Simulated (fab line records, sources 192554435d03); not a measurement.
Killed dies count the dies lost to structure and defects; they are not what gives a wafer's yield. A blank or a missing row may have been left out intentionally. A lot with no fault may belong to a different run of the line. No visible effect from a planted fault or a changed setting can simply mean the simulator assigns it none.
Chamber matching + flow n5_finfet + rie_diel-02 running N5_MOL_CONTACT_COAG_DESCUM_45: 4 sister chambers
The step chemistry O2, time 7 s. 8 wafers are shown with their chamber, then 8 later ones without.

== WAFERS WITH THEIR CHAMBER ==
| wafer  | chamber | drypump_motor_current_A (A) | oes_product_au (a.u.) |
|--------|---------|-----------------------------|-----------------------|
| L074.2 | 3       | 5.8                         | 0.72                  |
| L083.5 | 2       | 4.9                         | 0.75                  |
| L084.5 | 1       | 5.7                         | 0.73                  |
| L084.6 | 0       | 6.3                         | 0.87                  |
| L085.1 | 3       | 5.8                         | 0.70                  |
| L085.2 | 2       | 4.8                         | 0.75                  |
| L085.3 | 0       | 6.2                         | 0.87                  |
| L085.4 | 1       | 5.6                         | 0.73                  |

== WAFERS WHOSE CHAMBER IS MISSING ==
| wafer  | drypump_motor_current_A (A) | oes_product_au (a.u.) |
|--------|-----------------------------|-----------------------|
| L085.5 | 4.9                         | 0.74                  |
| L085.6 | 5.7                         | 0.74                  |
| L096.1 | 6.2                         | 0.83                  |
| L096.3 | 5.7                         | 0.71                  |
| L096.6 | 5.7                         | 0.72                  |
| L094.1 | 4.9                         | 0.72                  |
| L094.2 | 5.7                         | 0.71                  |
| L094.6 | 4.9                         | 0.72                  |

== WHICH CHAMBER EACH WENT THROUGH ==
| wafer  | from the rows above     | in truth |
|--------|-------------------------|----------|
| L085.5 | 2                       | 2        |
| L085.6 | 1                       | 1        |
| L096.1 | 0                       | 0        |
| L096.3 | can't be placed: 3 or 1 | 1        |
| L096.6 | can't be placed: 1 or 3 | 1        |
| L094.1 | 2                       | 2        |
| L094.2 | can't be placed: 3 or 1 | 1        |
| L094.6 | 2                       | 2        |
5 of 8 placed correctly. Not placeable from these rows: 3 (in 3, the candidates include the true chamber). Wrongly placed: 0.
How it was worked out, from the rows above alone: a wafer's distance from a chamber is the root of the sum, over the readings, of the square of ((its reading less the chamber's mean) divided by the reading's scatter). The wafer belongs to the nearest chamber; if the next one is less than 2 further off, it can't be placed. Each chamber's mean is taken over the wafers shown for it. The scatter: the root of (the sum of the squares of (reading less its chamber's mean) over the shown wafers, divided by (wafers less chambers)).
